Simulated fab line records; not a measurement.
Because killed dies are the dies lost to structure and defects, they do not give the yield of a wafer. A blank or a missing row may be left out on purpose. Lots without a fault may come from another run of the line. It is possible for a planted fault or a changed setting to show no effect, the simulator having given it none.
3 desks, one fault + flow n5Finfet + every desk sees just its own numbers, and what lay behind them comes last

AT THE TOOL OWNER'S DESK: aldSin-03
The tool's own readings at N5_DUMMY_GATE_ALD_02 (deposits SiO2, target thk 2 nm, pulse time 1 s): means of the sampled wafers that have a number, for each lot that ran on this tool. Marked OUT: a lot whose mean sits more than 4 standard deviations from the usual mean, which makes it out of limits; the brackets give that distance.
Columns: A = heaterPowerOuterW at N5_DUMMY_GATE_ALD_02, usual 258 W; B = heaterPowerW at N5_DUMMY_GATE_ALD_02, usual 458 W; C = precursorPulseHeightRel at N5_DUMMY_GATE_ALD_02, usual 1.001; D = susceptorTempC at N5_DUMMY_GATE_ALD_02, usual 300.00 C
| lot  | first seen here | A   | B   | C     | D      |
|------|-----------------|-----|-----|-------|--------|
| L519 | day 3 03:52     | 289 | 504 | 1.002 | 300.07 |
| L534 | day 6 19:54     | 270 | 486 | 1.000 | 299.93 |
| L535 | day 7 01:03     | 269 | 476 | 1.002 | 299.92 |
| L536 | day 7 09:01     | 251 | 446 | 0.983 | 299.90 |
This desk's verdict: no lot among the 4 shows anything out of limits.

THE DEFECT DESK
For each lot, the counts of the inspections along the route, averaged over the sampled wafers that have a number. Marked OUT: a lot whose mean sits more than 4 standard deviations from the usual mean, which makes it out of limits; the brackets give that distance.
Columns: A = rawDefectCount at N5_STI_FIN_REVEAL_INSPECT_13, usual 12
| lot  | first seen here | A  |
|------|-----------------|----|
| L519 | day 3 03:34     | 15 |
| L527 | day 5 02:02     | 12 |
| L534 | day 6 19:26     | 7  |
| L535 | day 7 00:29     | 13 |
| L536 | day 7 08:29     | 12 |
| L539 | day 8 05:15     | 11 |
| L540 | day 8 09:11     | 14 |
This desk's verdict: no lot among the 7 shows anything out of limits.

METROLOGY DESK
What the gauges read, lot by lot, whatever tool the lot ran on: means of the sampled wafers that have a number. Marked OUT: a lot whose mean sits more than 4 standard deviations from the usual mean, which makes it out of limits; the brackets give that distance.
Columns: A = cdNm at N5_STI_FIN_REVEAL_CD_MEAS_22, usual 6.27 nm; B = trenchDepthNm at N5_STI_FIN_REVEAL_FIN_H_MEAS_10, usual 52.0 nm
| lot  | first seen here | A    | B    |
|------|-----------------|------|------|
| L519 | day 3 03:26     | 6.40 | 51.2 |
| L527 | day 5 01:55     | 6.44 | 51.7 |
| L534 | day 6 19:19     | 6.46 | 51.7 |
| L535 | day 7 00:23     | 6.59 | 51.8 |
| L536 | day 7 08:22     | 6.23 | 52.4 |
| L539 | day 8 05:08     | 6.05 | 52.4 |
| L540 | day 8 09:04     | 6.46 | 51.9 |
This desk's verdict: no lot among the 7 shows anything out of limits.

ALL TOGETHER
The desk of the tool owner found nothing out of limits.
Nothing the defect desk looked at was out of limits.
Nothing out of limits was seen by the metrology desk.

WHAT WAS PUT IN BY THE SIMULATOR
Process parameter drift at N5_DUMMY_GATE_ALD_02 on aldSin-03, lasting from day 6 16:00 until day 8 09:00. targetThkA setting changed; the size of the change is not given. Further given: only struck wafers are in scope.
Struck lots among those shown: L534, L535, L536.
